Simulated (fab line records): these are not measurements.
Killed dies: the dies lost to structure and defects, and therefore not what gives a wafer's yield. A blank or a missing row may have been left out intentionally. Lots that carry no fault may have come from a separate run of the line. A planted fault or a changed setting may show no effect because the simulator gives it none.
Split-lot study / flow n5-finfet / route with 1938 steps; 7 lots, 39 wafers read

THE SPLIT
At N5_BEOL_M10_ILD_DEP_00 (deposits SiCOH lowk from DEMS/porogen, target thk 308.51 nm, time 58 s), the setting target-thk-a was moved away from the recipe's 3085.1 angstrom on 15 of the 39 wafers read, by -55.6% to +32.4%. For the rest of the wafers, this setting stayed at what the recipe calls for.

FROM SPLIT TO READING: 1 step shown by the file between the two
- N5_BEOL_M10_CURE_71: cures SiCOH lowk, time 240 s

THE READING
M10_ILD_THK in nanometres, read at N5_BEOL_M10_THK_MEAS_01. A value of 265 nm with a standard deviation of 3.3 nm is what fault-free wafers of this fab line usually give.

wafer=L074.1; tool, chamber at the split=pecvd-01, 0; target-thk-a as run, angstrom=3085.1; against the recipe=recipe; M10_ILD_THK, nm=261; against lot-mates on the recipe=-
wafer=L074.2; tool, chamber at the split=pecvd-01, 1; target-thk-a as run, angstrom=3085.1; against the recipe=recipe; M10_ILD_THK, nm=258; against lot-mates on the recipe=-
wafer=L074.3; tool, chamber at the split=pecvd-01, 1; target-thk-a as run, angstrom=3085.1; against the recipe=recipe; M10_ILD_THK, nm=264; against lot-mates on the recipe=-
wafer=L074.4; tool, chamber at the split=pecvd-01, 0; target-thk-a as run, angstrom=3085.1; against the recipe=recipe; M10_ILD_THK, nm=265; against lot-mates on the recipe=-
wafer=L074.5; tool, chamber at the split=pecvd-01, 1; target-thk-a as run, angstrom=3085.1; against the recipe=recipe; M10_ILD_THK, nm=261; against lot-mates on the recipe=-
wafer=L074.6; tool, chamber at the split=pecvd-01, 0; target-thk-a as run, angstrom=3085.1; against the recipe=recipe; M10_ILD_THK, nm=262; against lot-mates on the recipe=-
wafer=L075.1; tool, chamber at the split=pecvd-02, 1; target-thk-a as run, angstrom=1775; against the recipe=-42.5%; M10_ILD_THK, nm=152; against lot-mates on the recipe=-114
wafer=L075.2; tool, chamber at the split=pecvd-02, 2; target-thk-a as run, angstrom=3085.1; against the recipe=recipe; M10_ILD_THK, nm=264; against lot-mates on the recipe=-
wafer=L075.3; tool, chamber at the split=pecvd-02, 0; target-thk-a as run, angstrom=3085.1; against the recipe=recipe; M10_ILD_THK, nm=266; against lot-mates on the recipe=-
wafer=L075.4; tool, chamber at the split=pecvd-02, 0; target-thk-a as run, angstrom=3085.1; against the recipe=recipe; M10_ILD_THK, nm=269; against lot-mates on the recipe=-
wafer=L075.5; tool, chamber at the split=pecvd-02, 1; target-thk-a as run, angstrom=1775; against the recipe=-42.5%; M10_ILD_THK, nm=156; against lot-mates on the recipe=-110
wafer=L075.6; tool, chamber at the split=pecvd-02, 2; target-thk-a as run, angstrom=1775; against the recipe=-42.5%; M10_ILD_THK, nm=153; against lot-mates on the recipe=-113
wafer=L076.1; tool, chamber at the split=pecvd-03, 1; target-thk-a as run, angstrom=2200; against the recipe=-28.7%; M10_ILD_THK, nm=192; against lot-mates on the recipe=-74
wafer=L076.2; tool, chamber at the split=pecvd-03, 2; target-thk-a as run, angstrom=3085.1; against the recipe=recipe; M10_ILD_THK, nm=262; against lot-mates on the recipe=-
wafer=L076.3; tool, chamber at the split=pecvd-03, 0; target-thk-a as run, angstrom=3085.1; against the recipe=recipe; M10_ILD_THK, nm=265; against lot-mates on the recipe=-
wafer=L076.4; tool, chamber at the split=pecvd-03, 1; target-thk-a as run, angstrom=3085.1; against the recipe=recipe; M10_ILD_THK, nm=271; against lot-mates on the recipe=-
wafer=L076.5; tool, chamber at the split=pecvd-03, 2; target-thk-a as run, angstrom=2200; against the recipe=-28.7%; M10_ILD_THK, nm=190; against lot-mates on the recipe=-76
wafer=L076.6; tool, chamber at the split=pecvd-03, 0; target-thk-a as run, angstrom=2200; against the recipe=-28.7%; M10_ILD_THK, nm=194; against lot-mates on the recipe=-72
wafer=L077.1; tool, chamber at the split=pecvd-01, 1; target-thk-a as run, angstrom=2474; against the recipe=-19.8%; M10_ILD_THK, nm=211; against lot-mates on the recipe=-52
wafer=L077.2; tool, chamber at the split=pecvd-01, 1; target-thk-a as run, angstrom=2474; against the recipe=-19.8%; M10_ILD_THK, nm=213; against lot-mates on the recipe=-50
wafer=L077.3; tool, chamber at the split=pecvd-01, 1; target-thk-a as run, angstrom=3085.1; against the recipe=recipe; M10_ILD_THK, nm=264; against lot-mates on the recipe=-
wafer=L077.4; tool, chamber at the split=pecvd-01, 1; target-thk-a as run, angstrom=2474; against the recipe=-19.8%; M10_ILD_THK, nm=212; against lot-mates on the recipe=-51
wafer=L077.5; tool, chamber at the split=pecvd-01, 1; target-thk-a as run, angstrom=3085.1; against the recipe=recipe; M10_ILD_THK, nm=262; against lot-mates on the recipe=-
wafer=L077.6; tool, chamber at the split=pecvd-01, 1; target-thk-a as run, angstrom=3085.1; against the recipe=recipe; M10_ILD_THK, nm=264; against lot-mates on the recipe=-
wafer=L088.1; tool, chamber at the split=pecvd-02, 1; target-thk-a as run, angstrom=4084; against the recipe=+32.4%; M10_ILD_THK, nm=352; against lot-mates on the recipe=+86
wafer=L088.2; tool, chamber at the split=pecvd-02, 0; target-thk-a as run, angstrom=3085.1; against the recipe=recipe; M10_ILD_THK, nm=263; against lot-mates on the recipe=-
wafer=L088.3; tool, chamber at the split=pecvd-02, 2; target-thk-a as run, angstrom=4084; against the recipe=+32.4%; M10_ILD_THK, nm=350; against lot-mates on the recipe=+84
wafer=L088.4; tool, chamber at the split=pecvd-02, 1; target-thk-a as run, angstrom=3085.1; against the recipe=recipe; M10_ILD_THK, nm=269; against lot-mates on the recipe=-
wafer=L088.5; tool, chamber at the split=pecvd-02, 2; target-thk-a as run, angstrom=4084; against the recipe=+32.4%; M10_ILD_THK, nm=357; against lot-mates on the recipe=+91
wafer=L088.6; tool, chamber at the split=pecvd-02, 0; target-thk-a as run, angstrom=3085.1; against the recipe=recipe; M10_ILD_THK, nm=265; against lot-mates on the recipe=-
wafer=L090.1; tool, chamber at the split=pecvd-01, 2; target-thk-a as run, angstrom=3085.1; against the recipe=recipe; M10_ILD_THK, nm=264; against lot-mates on the recipe=-
wafer=L090.2; tool, chamber at the split=pecvd-01, 1; target-thk-a as run, angstrom=1371; against the recipe=-55.6%; M10_ILD_THK, nm=108; against lot-mates on the recipe=-157
wafer=L090.3; tool, chamber at the split=pecvd-01, 0; target-thk-a as run, angstrom=3085.1; against the recipe=recipe; M10_ILD_THK, nm=262; against lot-mates on the recipe=-
wafer=L090.4; tool, chamber at the split=pecvd-01, 0; target-thk-a as run, angstrom=1371; against the recipe=-55.6%; M10_ILD_THK, nm=116; against lot-mates on the recipe=-149
wafer=L090.5; tool, chamber at the split=pecvd-01, 1; target-thk-a as run, angstrom=1371; against the recipe=-55.6%; M10_ILD_THK, nm=109; against lot-mates on the recipe=-156
wafer=L090.6; tool, chamber at the split=pecvd-01, 2; target-thk-a as run, angstrom=3085.1; against the recipe=recipe; M10_ILD_THK, nm=269; against lot-mates on the recipe=-
wafer=L092.4; tool, chamber at the split=pecvd-02, 1; target-thk-a as run, angstrom=3085.1; against the recipe=recipe; M10_ILD_THK, nm=268; against lot-mates on the recipe=-
wafer=L092.5; tool, chamber at the split=pecvd-02, 1; target-thk-a as run, angstrom=3085.1; against the recipe=recipe; M10_ILD_THK, nm=269; against lot-mates on the recipe=-
wafer=L092.6; tool, chamber at the split=pecvd-02, 0; target-thk-a as run, angstrom=3085.1; against the recipe=recipe; M10_ILD_THK, nm=268; against lot-mates on the recipe=-

FIT RESULTS
A straight line over all 39 wafers: M10_ILD_THK changes by +2.7 nm for each +1% of target-thk-a; r = +1.00; the points scatter about the line by 3.6 nm.
The same after taking each lot's own level away (the mean of its wafers on the recipe; 39 wafers): +2.7 nm for each +1%; r = +1.00; scatter 3 nm.
That fit puts the effect of the largest move of target-thk-a on the reading at 1.5e+02 nm.
The lots' own levels span 261.8 to 268.3 nm, that is 2.0 times the standard deviation above.
So the lot-to-lot level changes the slope little: the two slopes agree.
Check: -149 nm against its lot-mates is what the line predicts for one of the wafers moved furthest among these (-55.6%) when that wafer is left out of the fit. Against them it came out at -157 nm.

FURTHER SPLITS ON THESE WAFERS
Note: prior to the reading, these wafers also went through further splits. Each is held against what the fit with the lots' levels taken away leaves over:
other split on the same wafers=N5_BEOL_M6_TRENCH_ETCH_37 target-depth-a; wafers away from the commonest value=12; r with M10_ILD_THK (lot level and that fit taken away)=-0.29

THE WHOLE CHAIN: every reading that the file lists as answering this split, in the file's order
step=N5_BEOL_M10_ILD_DEP_00; what it does=deposits SiCOH lowk from DEMS/porogen, target thk 308.51 nm, time 58 s; reading=SiCOH_lowk_of_BEOL_M10_ILD_DEP_00.thk-nm (the simulator's own value, which no gauge read); change (the file's fit)=+3.07 nm for each +1% of the setting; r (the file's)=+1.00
step=N5_BEOL_M10_CURE_71; what it does=cures SiCOH lowk, time 240 s; reading=SiCOH_lowk_of_BEOL_M10_ILD_DEP_00.thk-nm (the simulator's own value, which no gauge read); change (the file's fit)=+2.69 nm for each +1% of the setting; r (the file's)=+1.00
step=N5_BEOL_M10_THK_MEAS_01; what it does=; reading=M10_ILD_THK; change (the file's fit)=+2.7 for each +1% of the setting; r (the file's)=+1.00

THE FILE'S OWN FIT
M10_ILD_THK changes by +2.7 nm for each +1% of target-thk-a, r = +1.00.
